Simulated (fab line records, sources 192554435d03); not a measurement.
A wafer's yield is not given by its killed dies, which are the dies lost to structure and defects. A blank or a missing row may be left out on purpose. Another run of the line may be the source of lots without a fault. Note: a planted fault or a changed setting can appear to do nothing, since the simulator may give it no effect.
A struck lot beside a sound one	flow n5-finfet	28 steps out of a route of 1938
Sound: these wafers, L893.3, L893.4. Struck: wafer L905.2 (left out: L905.4, a lot-mate that was not struck); the cause follows at the end.
Each step with rows lists, per side, the tool, then ch with its chambers, then its first start. Under that, the readings that differ: sound wafers	struck wafers	difference of the means	sigmas: that difference in standard deviations of wafers without a fault.
alike: same words and numbers on both sides, and readings whose means sit less than 2 such deviations apart. not compared: any withheld reading, any reading some wafer has no value for, any bound like >300 that may hide the same value, and any number with overlapping values for which the record gives no deviation.
The two part at a step that has a row with sigmas, a row that says differs or no value, or rows on one side only. Non-overlapping numbers with no deviation appear without sigmas and do not part them. A reading missing from all wafers of one side parts the sides only when that side holds two or more wafers.

first, 5 steps without rows for these wafers: N5_BEOL_M14_SOFTBAKE_23 (time 60 s); N5_BEOL_M14_EXPOSE_25 (exposes mask M14, target cd 280 nm); N5_BEOL_M14_PEB_26 (peb time 90 s); N5_BEOL_M14_DEVELOP_27 (develop time 45 s); N5_BEOL_M14_HARDBAKE_32 (time 120 s).
N5_BEOL_M14_CD_MEAS_28: the cd target is 284.4 nm.
  sound on cd-sem-03 ch 0, day 13 06:11; struck on cd-sem-03 ch 0, day 16 03:32
reading	sound	struck	difference	sigmas
cd-nm (nm)	281.8 283.3	289.0	+6.4	+4
N5_BEOL_M14_OVL_MEAS_29:
  sound on overlay-01 ch 0, day 13 06:13; struck on overlay-02 ch 0, day 16 03:34
  alike: M14_OVL
N5_BEOL_M14_INSPECT_30: inspects for defects (macro).
  sound on defect-inspect-02, day 13 06:14; struck on defect-inspect-02, day 16 03:35
  alike: raw-defect-count
N5_BEOL_M14_DESCUM_33: chemistry O2, time 7.9 s.
  sound on rie-diel-06 ch 1,2, day 13 06:19; struck on rie-diel-05 ch 2, day 16 03:38
reading	sound	struck	difference	sigmas
rf-hours-counter-h (h)	240 74	24	-133	
  alike: drypump-motor-current-A, oes-product-au, rf-vpp-V, showerhead-plenum-p-Torr, temp-c, throttle-valve-pct
N5_BEOL_M14_ETCH_67: etches SiARC in CF4, target depth 143 nm, time 238.3 s.
  sound on rie-diel-06 ch 1,2, day 13 06:21; struck on rie-diel-05 ch 2, day 16 03:40
reading	sound	struck	difference	sigmas
rf-hours-counter-h (h)	240 75	24	-134	
  alike: drypump-motor-current-A, etch-rf-on-time-s, oes-product-au, rf-vpp-V, showerhead-plenum-p-Torr, throttle-valve-pct
N5_BEOL_M14_ETCH_68: etches SOC in N2/H2, time 450 s.
  sound on rie-diel-06 ch 1,2, day 13 06:29; struck on rie-diel-05 ch 2, day 16 03:49
reading	sound	struck	difference	sigmas
rf-hours-counter-h (h)	240 75	24	-134	
  alike: drypump-motor-current-A, h2-flow-sccm, oes-product-au, rf-vpp-V, showerhead-plenum-p-Torr, temp-c, throttle-valve-pct
then, 1 step without rows for these wafers: N5_BEOL_M14_STRIP_69 (strips in N2/H2).
N5_BEOL_M14_TRENCH_ETCH_34: etches SiO2 in C4F8/O2/Ar, target depth 556.65 nm, time 126.9 s.
  sound on rie-diel-06 ch 1,2, day 13 06:46; struck on rie-diel-05 ch 2, day 16 04:05
reading	sound	struck	difference	sigmas
rf-hours-counter-h (h)	240 75	24	-134	
model.etch.depth-nm (nm)	537.1 560.3	528.8	-19.9	
  alike: C4F8_flow_sccm, O2_flow_sccm, drypump-motor-current-A, oes-product-au, rf-vpp-V, showerhead-plenum-p-Torr, throttle-valve-pct
then, 1 step without rows for these wafers: N5_BEOL_M14_STRIP_70 (strips in C4F8/O2/Ar).
N5_BEOL_M14_OCD_MEAS_35:
  sound on ocd-02, day 13 06:55; struck on ocd-02, day 16 04:14
  alike: trench-depth-nm
then, 5 steps without rows for these wafers: N5_BEOL_M14_STRIP_37 (strips in O2); N5_BEOL_M14_ETCH_38 (etches SiCN in CF4/N2, target depth 106.5 nm, time 120.6 s); N5_BEOL_M14_PRECLEAN_39 (cleans in residue remover, time 60 s); N5_BEOL_M14_SRD_40 (time 30 s, dry time 30 s); N5_BEOL_M14_DEGAS_41 (time 60 s).
N5_BEOL_M14_PRE_CLEAN_42: time 30 s.
  sound on pvd-sputter-03, day 13 09:52; struck on pvd-sputter-02, day 16 08:01
  alike: heater-power-w
then, 1 step without rows for these wafers: N5_BEOL_M14_SPUTTER_43 (material TaN, target thk 15 nm, time 24.19 s).
N5_BEOL_M14_SPUTTER_44: material Ta, target thk 15 nm, time 24.19 s.
  sound on pvd-sputter-03, day 13 09:59; struck on pvd-sputter-02, day 16 08:08
  alike: cathode-dc-power-W, throttle-valve-pct
then, 3 steps without rows for these wafers: N5_BEOL_M14_SPUTTER_45 (material Cu, target thk 100 nm, time 16.67 s); N5_BEOL_M14_ECD_47 (material Cu, target thk 1248 nm); N5_BEOL_M14_ANNEAL_48 (time 90 s).
N5_BEOL_M14_CMP_49: polishes, stops on SiO2, t overpolish 5.2 s, target thk 560 nm.
  sound on cmp-03 ch 0,1, day 13 12:30; struck on cmp-02 ch 2, day 16 10:41
reading	sound	struck	difference	sigmas
barrier-field-endpoint-s (s)	11.33 11.55	10.85	-0.59	-2
model.Cu_of_BEOL_M14_ECD_47.thk-nm (nm)	541.6 565.4	531.6	-21.9	
  alike: head-pressure-psi, motor-current-A, overpolish-run-s, pad-life-wafers, time-to-endpoint-s
N5_BEOL_M14_THK_MEAS_50: measures by xrf.
  sound on film-metro-01, day 13 12:46; struck on film-metro-01, day 16 10:59
  alike: M14_THK

## WHERE THEY PART
Last at N5_BEOL_M14_CMP_49 as far as this record goes, first at N5_BEOL_M14_CD_MEAS_28. Later steps at which nothing parts them and some readings are alike: N5_BEOL_M14_THK_MEAS_50.

WHY: the cause the simulator had injected
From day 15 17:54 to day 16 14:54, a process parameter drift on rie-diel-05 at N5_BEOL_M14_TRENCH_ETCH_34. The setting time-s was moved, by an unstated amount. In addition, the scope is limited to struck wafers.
